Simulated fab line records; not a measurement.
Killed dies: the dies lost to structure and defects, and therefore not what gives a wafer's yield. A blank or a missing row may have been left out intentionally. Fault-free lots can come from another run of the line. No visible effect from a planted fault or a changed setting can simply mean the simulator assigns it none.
Which tool did it?    flow n5Finfet    24 lots with 72 wafers sampled at 6 steps, on a route of 1938 steps

## WHAT THE GAUGES READ, wafer by wafer
The record lacks any reading of a measuring or inspecting step that a usual standard deviation could be used to judge.

## TOOL THAT RAN EACH LOT (tool first, then ch and the chambers of the sampled wafers, then the start)
lot   N5_BEOL_M3_ETCH_69                 N5_BEOL_M3_ETCH_41                            N5_BEOL_M3_STRIP_97                           N5_BEOL_M3_ANNEAL_82         N5_BEOL_M3_ANNEAL_87         N5_BEOL_M3_ANNEAL_95
L074  rieDiel-04 ch 1,2, day 7 00:32     rieDiel-04 ch 1,2,3, day 7 06:58 or earlier   rieDiel-04 ch 1,2,3, day 7 06:58 or earlier   pvdSputter-01, day 7 06:58   pvdSputter-01, day 7 07:11   pvdSputter-01, day 7 08:04
L075  rieDiel-03 ch 0,1,2, day 7 01:13   rieDiel-03 ch 1,2,3, day 7 06:14 or earlier   rieDiel-03 ch 1,2,3, day 7 06:14 or earlier   pvdSputter-03, day 7 06:14   pvdSputter-03, day 7 06:27   pvdSputter-03, day 7 07:20
L076  rieDiel-04 ch 1,3, day 7 03:01     rieDiel-05 ch 0,2,3, day 7 09:01 or earlier   rieDiel-05 ch 0,2,3, day 7 09:01 or earlier   pvdSputter-03, day 7 09:01   pvdSputter-03, day 7 09:14   pvdSputter-03, day 7 10:07
L077  rieDiel-04 ch 1,2, day 7 14:29     rieDiel-03 ch 1,2,3, day 7 18:01 or earlier   rieDiel-03 ch 1,2,3, day 7 18:01 or earlier   pvdSputter-01, day 7 18:01   pvdSputter-01, day 7 18:14   pvdSputter-01, day 7 19:07
L078  rieDiel-04 ch 0,1,3, day 7 23:43   rieDiel-04 ch 0,3, day 8 11:13 or earlier     rieDiel-04 ch 0,3, day 8 11:13 or earlier     pvdSputter-03, day 8 11:13   pvdSputter-03, day 8 11:26   pvdSputter-03, day 8 12:19
L079  rieDiel-05 ch 0,1, day 8 07:26     rieDiel-05 ch 0,3, day 8 14:53 or earlier     rieDiel-05 ch 0,3, day 8 14:53 or earlier     pvdSputter-01, day 8 14:53   pvdSputter-01, day 8 15:06   pvdSputter-01, day 8 15:59
L080  rieDiel-05 ch 0,1,3, day 8 15:30   rieDiel-04 ch 0,2,3, day 8 22:24 or earlier   rieDiel-04 ch 0,2,3, day 8 22:24 or earlier   pvdSputter-01, day 8 22:24   pvdSputter-01, day 8 22:37   pvdSputter-01, day 8 23:30
L081  rieDiel-04 ch 2,3, day 9 02:04     rieDiel-04 ch 2,3, day 9 04:07 or earlier     rieDiel-04 ch 2,3, day 9 04:07 or earlier     pvdSputter-01, day 9 04:07   pvdSputter-01, day 9 04:20   pvdSputter-01, day 9 05:13
L082  rieDiel-04 ch 0,2, day 9 03:53     rieDiel-04 ch 0,3, day 9 06:25 or earlier     rieDiel-04 ch 0,3, day 9 06:25 or earlier     pvdSputter-03, day 9 06:25   pvdSputter-03, day 9 06:38   pvdSputter-03, day 9 07:31
L083  rieDiel-03 ch 0,1,3, day 9 05:32   rieDiel-04 ch 0,2, day 9 09:11 or earlier     rieDiel-04 ch 0,2, day 9 09:11 or earlier     pvdSputter-01, day 9 09:11   pvdSputter-01, day 9 09:24   pvdSputter-01, day 9 10:17
L084  rieDiel-03 ch 1,2,3, day 9 09:45   rieDiel-03 ch 1,2,3, day 9 17:13 or earlier   rieDiel-03 ch 1,2,3, day 9 17:13 or earlier   pvdSputter-02, day 9 17:13   pvdSputter-02, day 9 17:26   pvdSputter-02, day 9 18:19
L085  rieDiel-05 ch 0,1,3, day 10 00:53  rieDiel-05 ch 1,2,3, day 10 05:29 or earlier  rieDiel-05 ch 1,2,3, day 10 05:29 or earlier  pvdSputter-03, day 10 05:29  pvdSputter-03, day 10 05:43  pvdSputter-03, day 10 06:35
L086  rieDiel-05 ch 0,3, day 10 03:55    rieDiel-03 ch 1,3, day 10 07:37 or earlier    rieDiel-03 ch 1,3, day 10 07:37 or earlier    pvdSputter-01, day 10 07:37  pvdSputter-01, day 10 07:50  pvdSputter-01, day 10 08:43
L087  rieDiel-04 ch 1,2, day 10 07:01    rieDiel-05 ch 0,2,3, day 10 17:06 or earlier  rieDiel-05 ch 0,2,3, day 10 17:06 or earlier  pvdSputter-01, day 10 17:06  pvdSputter-01, day 10 17:19  pvdSputter-01, day 10 18:12
L088  rieDiel-03 ch 0,3, day 10 08:25    rieDiel-04 ch 2,3, day 10 16:49 or earlier    rieDiel-04 ch 2,3, day 10 16:49 or earlier    pvdSputter-03, day 10 16:49  pvdSputter-03, day 10 17:02  pvdSputter-03, day 10 17:55
L089  rieDiel-04 ch 0,2, day 10 20:10    rieDiel-05 ch 1,2, day 10 22:47 or earlier    rieDiel-05 ch 1,2, day 10 22:47 or earlier    pvdSputter-01, day 10 22:47  pvdSputter-01, day 10 23:01  pvdSputter-01, day 10 23:53
L090  rieDiel-05 ch 0,3, day 11 01:07    rieDiel-05 ch 1,2,3, day 11 05:32 or earlier  rieDiel-05 ch 1,2,3, day 11 05:32 or earlier  pvdSputter-02, day 11 05:32  pvdSputter-02, day 11 05:45  pvdSputter-02, day 11 06:38
L091  rieDiel-05 ch 0,2,3, day 11 02:32  rieDiel-03 ch 0,2, day 11 07:22 or earlier    rieDiel-03 ch 0,2, day 11 07:22 or earlier    pvdSputter-02, day 11 07:22  pvdSputter-02, day 11 07:35  pvdSputter-02, day 11 08:28
L092  rieDiel-04 ch 0,1,3, day 11 11:08  rieDiel-05 ch 1,2,3, day 11 18:30 or earlier  rieDiel-05 ch 1,2,3, day 11 18:30 or earlier  pvdSputter-01, day 11 18:30  pvdSputter-01, day 11 18:43  pvdSputter-01, day 11 19:36
L094  rieDiel-04 ch 0,1, day 12 03:13    rieDiel-03 ch 0,1,3, day 12 08:05 or earlier  rieDiel-03 ch 0,1,3, day 12 08:05 or earlier  pvdSputter-01, day 12 08:05  pvdSputter-01, day 12 08:18  pvdSputter-01, day 12 09:11
L093  rieDiel-03 ch 1,2,3, day 12 07:49  rieDiel-05 ch 0,1,2, day 12 11:25 or earlier  rieDiel-05 ch 0,1,2, day 12 11:25 or earlier  pvdSputter-01, day 12 11:25  pvdSputter-01, day 12 11:38  pvdSputter-01, day 12 12:31
L095  rieDiel-04 ch 0,1, day 12 17:15    rieDiel-04 ch 0,2,3, day 13 08:17 or earlier  rieDiel-04 ch 0,2,3, day 13 08:17 or earlier  pvdSputter-02, day 13 08:17  pvdSputter-02, day 13 08:30  pvdSputter-02, day 13 09:23
L096  rieDiel-03 ch 0,2, day 12 17:52    rieDiel-03 ch 0,3, day 13 11:58 or earlier    rieDiel-03 ch 0,3, day 13 11:58 or earlier    pvdSputter-02, day 13 11:58  pvdSputter-02, day 13 12:11  pvdSputter-02, day 13 13:04
L097  rieDiel-03 ch 0,2,3, day 12 20:25  rieDiel-03 ch 2,3, day 13 00:13 or earlier    rieDiel-03 ch 2,3, day 13 00:13 or earlier    pvdSputter-01, day 13 00:13  pvdSputter-01, day 13 00:26  pvdSputter-01, day 13 01:19
- N5_BEOL_M3_ETCH_69: etches SiARC in CF4, target depth 15.6 nm, time 26 s.
- N5_BEOL_M3_ETCH_41: etches SiCN in CH3F/O2, target depth 29.9 nm, time 52.5 s.
- N5_BEOL_M3_STRIP_97: strips in N2/H2, time 10 s.
- N5_BEOL_M3_ANNEAL_82: time 240 s.
- N5_BEOL_M3_ANNEAL_87: time 240 s.
- N5_BEOL_M3_ANNEAL_95: time 240 s.

## AS READ BY THE TOOLS THEMSELVES (means over the sampled wafers that have a number; for cases with no such wafer, the mark the record gives instead)
N5_BEOL_M3_ETCH_69. Usual: drypumpMotorCurrentA 5.8 A, standard deviation 0.3; etchRfOnTimeS 26.0 s, standard deviation 0.57; oesProductAu 0.68 a.u., standard deviation 0.068; rfVppV 184.3 V, standard deviation 1.3; showerheadPlenumPTorr 2.17 Torr, standard deviation 0.08; throttleValvePct 15.53 %, standard deviation 0.25.
lot   tool        drypumpMotorCurrentA (A)  etchRfOnTimeS (s)  oesProductAu (a.u.)  rfVppV (V)  showerheadPlenumPTorr (Torr)  throttleValvePct (%)  flag
L074  rieDiel-04  6.0                       26.9               0.63                 184.6       2.18                          15.31                 
L075  rieDiel-03  5.5                       25.2               0.72                 182.9       2.19                          15.62                 
L076  rieDiel-04  5.6                       26.3               0.60                 182.8       2.06                          15.48                 
L077  rieDiel-04  5.8                       26.3               0.60                 184.4       2.14                          15.40                 
L078  rieDiel-04  5.7                       26.1               0.62                 184.1       2.10                          15.54                 
L079  rieDiel-05  5.8                       26.0               0.71                 185.0       2.19                          15.49                 
L080  rieDiel-05  6.0                       26.1               0.70                 185.4       2.21                          15.50                 
L081  rieDiel-04  5.9                       26.7               0.63                 184.0       2.14                          15.33                 
L082  rieDiel-04  6.0                       26.1               0.64                 185.6       2.22                          15.39                 
L083  rieDiel-03  5.6                       25.4               0.73                 184.9       2.19                          15.64                 
L084  rieDiel-03  5.7                       25.8               0.68                 184.2       2.18                          15.74                 
L085  rieDiel-05  6.0                       26.3               0.69                 185.9       2.21                          15.52                 
L086  rieDiel-05  6.1                       26.2               0.65                 185.2       2.23                          15.54                 
L087  rieDiel-04  5.9                       26.4               0.70                 183.9       2.17                          15.19                 
L088  rieDiel-03  5.4                       25.3               0.77                 184.0       2.18                          15.41                 
L089  rieDiel-04  6.0                       26.1               0.64                 185.0       2.21                          15.41                 
L090  rieDiel-05  6.1                       25.5               0.66                 185.5       2.22                          15.56                 
L091  rieDiel-05  6.2                       26.0               0.66                 185.0       2.22                          15.70                 
L092  rieDiel-04  5.7                       25.8               0.68                 183.5       2.10                          15.44                 
L094  rieDiel-04  5.8                       25.6               0.67                 184.4       2.18                          15.48                 
L093  rieDiel-03  5.7                       25.8               0.66                 184.4       2.18                          15.78                 
L095  rieDiel-04  5.8                       25.7               0.72                 183.3       2.13                          15.29                 
L096  rieDiel-03  5.3                       25.3               0.69                 184.4       2.16                          15.58                 
L097  rieDiel-03  5.5                       25.5               0.72                 184.1       2.16                          15.54                 

N5_BEOL_M3_ETCH_41. Usual: drypumpMotorCurrentA 5.8 A, standard deviation 0.32; oesProductAu 0.79 a.u., standard deviation 0.069; rfVppV 298.0 V, standard deviation 1.8; showerheadPlenumPTorr 2.03 Torr, standard deviation 0.077; throttleValvePct 16.31 %, standard deviation 0.22.
lot   tool        drypumpMotorCurrentA (A)  oesProductAu (a.u.)  rfVppV (V)  showerheadPlenumPTorr (Torr)  throttleValvePct (%)  flag
L074  rieDiel-04  5.7                       0.73                 296.1       1.97                          16.12                 
L075  rieDiel-03  5.7                       0.82                 298.8       2.05                          16.43                 
L076  rieDiel-05  6.2                       0.79                 298.5       2.09                          16.35                 
L077  rieDiel-03  5.7                       0.81                 297.8       2.05                          16.44                 
L078  rieDiel-04  5.8                       0.74                 297.1       2.00                          16.29                 
L079  rieDiel-05  6.1                       0.81                 299.7       2.10                          16.25                 
L080  rieDiel-04  5.8                       0.75                 296.7       2.00                          16.19                 
L081  rieDiel-04  5.9                       0.75                 297.4       2.00                          16.09                 
L082  rieDiel-04  5.8                       0.74                 296.3       2.00                          16.32                 
L083  rieDiel-04  6.0                       0.74                 299.0       2.08                          16.23                 
L084  rieDiel-03  5.7                       0.79                 297.2       2.04                          16.47                 
L085  rieDiel-05  6.1                       0.81                 300.1       2.07                          16.37                 
L086  rieDiel-03  5.9                       0.77                 298.8       2.06                          16.64                 
L087  rieDiel-05  6.2                       0.76                 299.1       2.08                          16.40                 
L088  rieDiel-04  5.7                       0.74                 295.3       1.91                          16.19                 
L089  rieDiel-05  6.2                       0.78                 298.5       2.06                          16.50                 
L090  rieDiel-05  6.0                       0.81                 298.7       2.07                          16.39                 
L091  rieDiel-03  5.3                       0.81                 297.6       2.01                          16.25                 
L092  rieDiel-05  6.0                       0.80                 298.5       2.07                          16.40                 
L094  rieDiel-03  5.6                       0.81                 298.6       2.05                          16.43                 
L093  rieDiel-05  6.1                       0.76                 298.1       2.06                          16.40                 
L095  rieDiel-04  5.8                       0.73                 296.8       1.99                          16.26                 
L096  rieDiel-03  5.6                       0.86                 297.3       2.04                          16.28                 
L097  rieDiel-03  5.7                       0.82                 297.9       2.03                          16.36                 

N5_BEOL_M3_STRIP_97. Usual: drypumpMotorCurrentA 5.8 A, standard deviation 0.32; oesProductAu 0.79 a.u., standard deviation 0.068; rfVppV 59.3 V, standard deviation 0.83; showerheadPlenumPTorr 2.58 Torr, standard deviation 0.094; throttleValvePct 23.6 %, standard deviation 0.31.
lot   tool        drypumpMotorCurrentA (A)  oesProductAu (a.u.)  rfVppV (V)  showerheadPlenumPTorr (Torr)  throttleValvePct (%)  flag
L074  rieDiel-04  5.7                       0.74                 59.0        2.50                          23.3                  
L075  rieDiel-03  5.7                       0.82                 59.0        2.59                          23.7                  
L076  rieDiel-05  6.2                       0.79                 59.9        2.67                          23.8                  
L077  rieDiel-03  5.7                       0.81                 59.8        2.59                          23.7                  
L078  rieDiel-04  5.8                       0.76                 59.0        2.54                          23.6                  
L079  rieDiel-05  6.1                       0.81                 59.7        2.67                          23.6                  
L080  rieDiel-04  5.8                       0.76                 59.0        2.53                          23.4                  
L081  rieDiel-04  5.9                       0.76                 59.2        2.53                          23.2                  
L082  rieDiel-04  5.7                       0.75                 58.3        2.53                          23.6                  
L083  rieDiel-04  6.0                       0.75                 59.2        2.63                          23.3                  
L084  rieDiel-03  5.7                       0.79                 59.7        2.58                          23.7                  
L085  rieDiel-05  6.1                       0.81                 59.2        2.63                          23.9                  
L086  rieDiel-03  5.9                       0.76                 60.3        2.59                          23.7                  
L087  rieDiel-05  6.2                       0.78                 59.0        2.65                          23.8                  
L088  rieDiel-04  5.7                       0.73                 59.3        2.43                          23.5                  
L089  rieDiel-05  6.1                       0.78                 59.5        2.62                          24.0                  
L090  rieDiel-05  6.1                       0.80                 58.8        2.63                          23.9                  
L091  rieDiel-03  5.4                       0.81                 59.4        2.57                          23.7                  
L092  rieDiel-05  6.0                       0.80                 59.5        2.63                          23.9                  
L094  rieDiel-03  5.6                       0.82                 59.4        2.59                          23.6                  
L093  rieDiel-05  6.1                       0.76                 59.4        2.62                          23.8                  
L095  rieDiel-04  5.9                       0.72                 59.6        2.52                          23.5                  
L096  rieDiel-03  5.6                       0.86                 59.3        2.57                          23.5                  
L097  rieDiel-03  5.7                       0.82                 59.1        2.57                          23.6                  

N5_BEOL_M3_ANNEAL_82. Usual: heaterPowerW reads 840 W (standard deviation 66).
lot   tool           heaterPowerW (W)  flag
L074  pvdSputter-01  812               
L075  pvdSputter-03  801               
L076  pvdSputter-03  797               
L077  pvdSputter-01  805               
L078  pvdSputter-03  837               
L079  pvdSputter-01  841               
L080  pvdSputter-01  850               
L081  pvdSputter-01  847               
L082  pvdSputter-03  830               
L083  pvdSputter-01  845               
L084  pvdSputter-02  879               
L085  pvdSputter-03  796               
L086  pvdSputter-01  841               
L087  pvdSputter-01  841               
L088  pvdSputter-03  832               
L089  pvdSputter-01  848               
L090  pvdSputter-02  870               
L091  pvdSputter-02  878               
L092  pvdSputter-01  839               
L094  pvdSputter-01  843               
L093  pvdSputter-01  858               
L095  pvdSputter-02  868               
L096  pvdSputter-02  957               
L097  pvdSputter-01  817               

N5_BEOL_M3_ANNEAL_87. Usual: heaterPowerW reads 843 W (standard deviation 68).
lot   tool           heaterPowerW (W)  flag
L074  pvdSputter-01  814               
L075  pvdSputter-03  819               
L076  pvdSputter-03  808               
L077  pvdSputter-01  823               
L078  pvdSputter-03  839               
L079  pvdSputter-01  844               
L080  pvdSputter-01  849               
L081  pvdSputter-01  846               
L082  pvdSputter-03  835               
L083  pvdSputter-01  843               
L084  pvdSputter-02  872               
L085  pvdSputter-03  816               
L086  pvdSputter-01  843               
L087  pvdSputter-01  837               
L088  pvdSputter-03  839               
L089  pvdSputter-01  842               
L090  pvdSputter-02  884               
L091  pvdSputter-02  875               
L092  pvdSputter-01  836               
L094  pvdSputter-01  850               
L093  pvdSputter-01  864               
L095  pvdSputter-02  870               
L096  pvdSputter-02  984               
L097  pvdSputter-01  828               

N5_BEOL_M3_ANNEAL_95. Usual: heaterPowerW reads 843 W (standard deviation 68).
lot   tool           heaterPowerW (W)  flag
L074  pvdSputter-01  812               
L075  pvdSputter-03  810               
L076  pvdSputter-03  808               
L077  pvdSputter-01  805               
L078  pvdSputter-03  832               
L079  pvdSputter-01  860               
L080  pvdSputter-01  848               
L081  pvdSputter-01  853               
L082  pvdSputter-03  841               
L083  pvdSputter-01  836               
L084  pvdSputter-02  886               
L085  pvdSputter-03  810               
L086  pvdSputter-01  840               
L087  pvdSputter-01  846               
L088  pvdSputter-03  827               
L089  pvdSputter-01  849               
L090  pvdSputter-02  879               
L091  pvdSputter-02  880               
L092  pvdSputter-01  839               
L094  pvdSputter-01  845               
L093  pvdSputter-01  857               
L095  pvdSputter-02  880               
L096  pvdSputter-02  967               
L097  pvdSputter-01  843               

## THE ANSWER, worked out from the rows above alone
Rule: lot off if the mean of its wafers having a number is beyond 3 standard deviations from the usual mean. A lot without any number at a reading at which 4 lots or more have one is off too. Where the step has rows for the other lots, those lots are counted as sound. First the gauges in route order, then the tools' own readings, where a lot's mean is used as printed above. The first step at which some lot is off is used, and at that step the reading that is off furthest; a lot without a number counts as furthest.
No lot is off on any of the readings shown, so nothing can be concluded from this.

## WHAT HAD BEEN PUT IN BY THE SIMULATOR
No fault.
